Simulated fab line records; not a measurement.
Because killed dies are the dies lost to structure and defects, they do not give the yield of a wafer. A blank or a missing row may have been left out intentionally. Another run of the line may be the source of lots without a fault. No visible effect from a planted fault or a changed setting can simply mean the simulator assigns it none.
Which tool is to blame?    flow n5 finfet    12 lots with 36 wafers sampled at 2 steps, on a route of 1938 steps

WHAT THE GAUGES READ, wafer by wafer
N5_BEOL_M11_CD_MEAS_18: pitch 140 nm, target cd 70 nm.
lot   measured      on         cd nm (nm)
L077  day 14 05:51  cd sem-02  69.7 69.0 69.2
L076  day 14 17:50  cd sem-03  69.7 70.3 70.4
L080  day 15 06:00  cd sem-03  69.8 70.3 70.5
L079  day 15 19:09  cd sem-03  69.3 68.9 69.2
L081  day 17 02:22  cd sem-02  71.7 70.3 71.1
L083  day 17 06:10  cd sem-02  70.3 71.1 70.0
L090  day 17 17:19  cd sem-03  69.6 69.4 69.3
L088  day 18 11:06  cd sem-03  68.5 68.0 69.0
L091  day 18 16:29  cd sem-03  66.7 68.7 68.2
L096  day 18 21:42  cd sem-02  70.4 70.9 71.0
L093  day 19 17:37  cd sem-03  70.6 69.4 69.5
L097  day 20 01:33  cd sem-01  69.3 68.7 68.6

WHICH TOOL RAN EACH LOT (tool, then ch and the chambers of the sampled wafers, then the start)
lot   N5_BEOL_M11_ETCH_62
L077  rie diel-06 ch 0,3, day 14 05:24
L076  rie diel-02 ch 0,1,3, day 14 17:28
L080  rie diel-06 ch 2,3, day 15 05:38
L079  rie diel-06 ch 0,2,3, day 15 18:50
L081  rie diel-06 ch 1,2, day 17 02:00
L083  rie diel-05 ch 0,1,3, day 17 05:46
L090  rie diel-06 ch 1,3, day 17 16:56
L088  rie diel-05 ch 0,3, day 18 10:37
L091  rie diel-02 ch 1,3, day 18 16:07
L096  rie diel-06 ch 1,2, day 18 21:17
L093  rie diel-06 ch 0,1,2, day 19 17:08
L097  rie diel-05 ch 1,2,3, day 20 01:14
- N5_BEOL_M11_ETCH_62: etches SOC in N2/H2, target depth 110 nm, overetch 22 nm, time 165 s.

THE ANSWER, worked out from the rows above alone
Rule: the usual values come from the lots themselves. Put in order of their means at a reading, lots are off if they are a third of the lots or fewer, leave a main group of 4 or more, and stand apart from it by a gap of 3 or more times the standard deviation of the main group's means; of several such gaps the widest counts. A main group whose means are all the same, to the digits that the tables above print for the reading, isn't used. Also off: a lot with no number at a reading for which 4 or more lots have one. Any other lot the step has rows for is counted as sound.
Across all readings shown, no lot is off: no conclusion can be drawn from this.

WHAT THE SIMULATOR HAD PUT IN
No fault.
